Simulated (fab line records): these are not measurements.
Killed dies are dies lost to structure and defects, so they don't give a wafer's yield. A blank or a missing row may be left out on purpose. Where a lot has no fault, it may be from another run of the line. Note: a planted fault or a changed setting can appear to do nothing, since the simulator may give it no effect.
A single fault, viewed from 2 desks ; flow n5_finfet ; each desk holds nothing but its own numbers, with what lay behind them at the end

## METROLOGY DESK
What the gauges read, lot by lot, whatever tool the lot ran on: means of the sampled wafers that have a number. The brackets show how far a lot's mean lies from the usual mean; more than 4 standard deviations puts the lot out of limits, marked OUT.
Columns: A = MIM_BOT_OVL at N5_MIM_BOT_LITHO_OVL_MEAS_11, usual 0 nm
lot;first seen here;A
L924;day 12 13:17;-11
L926;day 12 14:29;9
L925;day 12 19:10;7
L929;day 13 12:35;-6
L930;day 13 18:59;3
L931;day 14 01:38;2
L941;day 16 01:52;5
L942;day 16 23:41;0
L943;day 17 10:43;-4
L945;day 17 21:13;-3
Result from this desk: across the 10 lots, nothing is out of limits.

## FOR THE TOOL OWNER'S DESK: rie_metal-02
The tool's own readings at N5_GATE_CUT_VAPOR_ETCH_60 (etches HfO2 in BCl3/Cl2): means of the sampled wafers that have a number, for each lot that ran on this tool. The brackets show how far a lot's mean lies from the usual mean; more than 4 standard deviations puts the lot out of limits, marked OUT.
Columns: A = drypump_motor_current_A at N5_GATE_CUT_VAPOR_ETCH_60, usual 5.8 A; B = he_backside_leak_sccm at N5_GATE_CUT_VAPOR_ETCH_60, usual 3.34 sccm; C = oes_product_au at N5_GATE_CUT_VAPOR_ETCH_60, usual 0.79 a.u.
lot;first seen here;A;B;C
L925;day 4 22:32;5.2;3.20;0.80
L926;day 5 04:52;5.6;3.36;0.91
L929;day 6 00:20;5.4;3.35;0.85
L931;day 6 10:20;5.5;3.40;0.89
L941;day 9 01:49;5.5;3.33;0.86
L945;day 9 20:49;5.4;3.42;0.81
Result from this desk: across the 6 lots, nothing is out of limits.

## TAKEN TOGETHER
Nothing out of limits was seen by the metrology desk.
The tool owner's desk saw nothing out of limits.

## WHAT WAS PUT IN BY THE SIMULATOR
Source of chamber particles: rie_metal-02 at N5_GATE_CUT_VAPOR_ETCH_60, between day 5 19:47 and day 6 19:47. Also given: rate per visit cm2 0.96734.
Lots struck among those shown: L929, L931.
